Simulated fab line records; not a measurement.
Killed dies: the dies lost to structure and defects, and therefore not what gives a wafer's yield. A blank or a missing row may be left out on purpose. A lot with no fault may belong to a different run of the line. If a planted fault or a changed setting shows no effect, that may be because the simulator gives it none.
Split-lot trial | flow n5_finfet | 21 wafers read across 7 lots, on a route 1938 steps long

## THE SPLIT ITSELF
At N5_SDB_CUT_ETCH_26 (etches Si in HBr/Cl2/O2, target depth 129.6 nm, bt time 20 s, time 51.8 s), the setting icp_w was moved away from the recipe's 800 W on 6 of the 21 wafers read, by -17.0% to +13.9%. For the rest of the wafers, this setting stayed at what the recipe calls for.

The reading comes from the split's own step.

## THE READING
etch.depth_nm (the simulator's own value, which no gauge read), in nm, at N5_SDB_CUT_ETCH_26 (etches Si in HBr/Cl2/O2, target depth 129.6 nm, bt time 20 s, time 51.8 s). The file gives no usual value for it. The 15 wafers here that ran the recipe average 130.4 nm, standard deviation 1.7 nm.

wafer  | tool, chamber at the split | icp_w as run, W | against the recipe | etch.depth_nm, nm | against lot-mates on the recipe
L074.1 | rie_si-05, 2               | 800             | recipe             | 129.7             | -
L074.2 | rie_si-05, 3               | 856.1           | +7.0%              | 131.9             | +2.3
L074.5 | rie_si-05, 0               | 800             | recipe             | 129.6             | -
L076.3 | rie_si-04, 0               | 800             | recipe             | 130.1             | -
L076.4 | rie_si-04, 1               | 800             | recipe             | 128.9             | -
L076.6 | rie_si-04, 1               | 702.6           | -12.2%             | 122.3             | -7.2
L077.4 | rie_si-02, 1               | 911.5           | +13.9%             | 138.9             | +9.6
L077.5 | rie_si-02, 0               | 911.5           | +13.9%             | 139.9             | +10.6
L077.6 | rie_si-02, 3               | 800             | recipe             | 129.3             | -
L078.2 | rie_si-04, 0               | 800             | recipe             | 130.6             | -
L078.3 | rie_si-04, 1               | 691.7           | -13.5%             | 121               | -9.2
L078.6 | rie_si-04, 2               | 800             | recipe             | 129.8             | -
L086.1 | rie_si-04, 2               | 800             | recipe             | 128.8             | -
L086.2 | rie_si-04, 0               | 800             | recipe             | 130.6             | -
L086.3 | rie_si-04, 3               | 664.3           | -17.0%             | 119.6             | -10.1
L087.2 | rie_si-05, 0               | 800             | recipe             | 132               | -
L087.5 | rie_si-05, 0               | 800             | recipe             | 132.2             | -
L087.6 | rie_si-05, 1               | 800             | recipe             | 127.3             | -
L091.2 | rie_si-02, 0               | 800             | recipe             | 132.5             | -
L091.3 | rie_si-02, 3               | 800             | recipe             | 130.7             | -
L091.4 | rie_si-02, 2               | 800             | recipe             | 134.1             | -

FIT RESULTS
A straight line over all 21 wafers: etch.depth_nm changes by +0.633 nm for each +1% of icp_w; r = +0.94; the points scatter about the line by 1.6 nm.
The same after taking each lot's own level away (the mean of its wafers on the recipe; 21 wafers): +0.645 nm for each +1%; r = +0.96; scatter 1.3 nm.
That fit puts the effect of the largest move of icp_w on the reading at 11 nm.
Measured against the standard deviation above, the lots' own levels, which go from 129.30 to 132.43 nm, span 1.9 times it.
Consequently the slope shifts little with the lot-to-lot level, the two slopes agreeing.
Check: for one of the wafers moved furthest among these (-17.0%), held out of the fit, the line's prediction against its lot-mates is -11.2 nm. Against them it came out at -10.1 nm.

## OTHER SPLITS APPLIED TO THESE WAFERS
These wafers also went through other splits before the reading. Each is held against what the fit with the lots' levels taken away leaves over:
other split on the same wafers        | wafers away from the commonest value | r with etch.depth_nm (lot level and that fit taken away)
N5_WELL_APT_COAT_02 spin_rpm          | 7                                    | -0.34
N5_WELL_APT_PEB_23 peb_temp_c         | 4                                    | +0.16
N5_WELL_APT_DEVELOP_24 develop_time_s | 10                                   | -0.04
N5_FIN_SAQP_PECVD_48 time_s           | 10                                   | -0.07
N5_FIN_SAQP_DEVELOP_15 develop_time_s | 8                                    | -0.04
N5_FIN_CUT_CUT_ETCH_26 source_w       | 8                                    | -0.11
N5_DUMMY_GATE_CVD_03 temp_c           | 15                                   | -0.22
N5_DUMMY_GATE_COAT_28 spin_rpm        | 8                                    | -0.32
N5_SD_EPI_P_COAT_34 spin_rpm          | 7                                    | +0.21

## THE WHOLE CHAIN: every reading that the file lists as answering this split, in the file's order
step               | what it does                                                              | reading                                                               | change (the file's fit)               | r (the file's)
N5_SDB_CUT_ETCH_26 | etches Si in HBr/Cl2/O2, target depth 129.6 nm, bt time 20 s, time 51.8 s | SDB.feature_depth_nm (the simulator's own value, which no gauge read) | +0.625 nm for each +1% of the setting | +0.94
N5_SDB_CUT_ETCH_26 | etches Si in HBr/Cl2/O2, target depth 129.6 nm, bt time 20 s, time 51.8 s | etch.depth_nm (the simulator's own value, which no gauge read)        | +0.626 nm for each +1% of the setting | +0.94

## THE FILE'S OWN FIT
etch.depth_nm changes by +0.626 nm for each +1% of icp_w, r = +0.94.
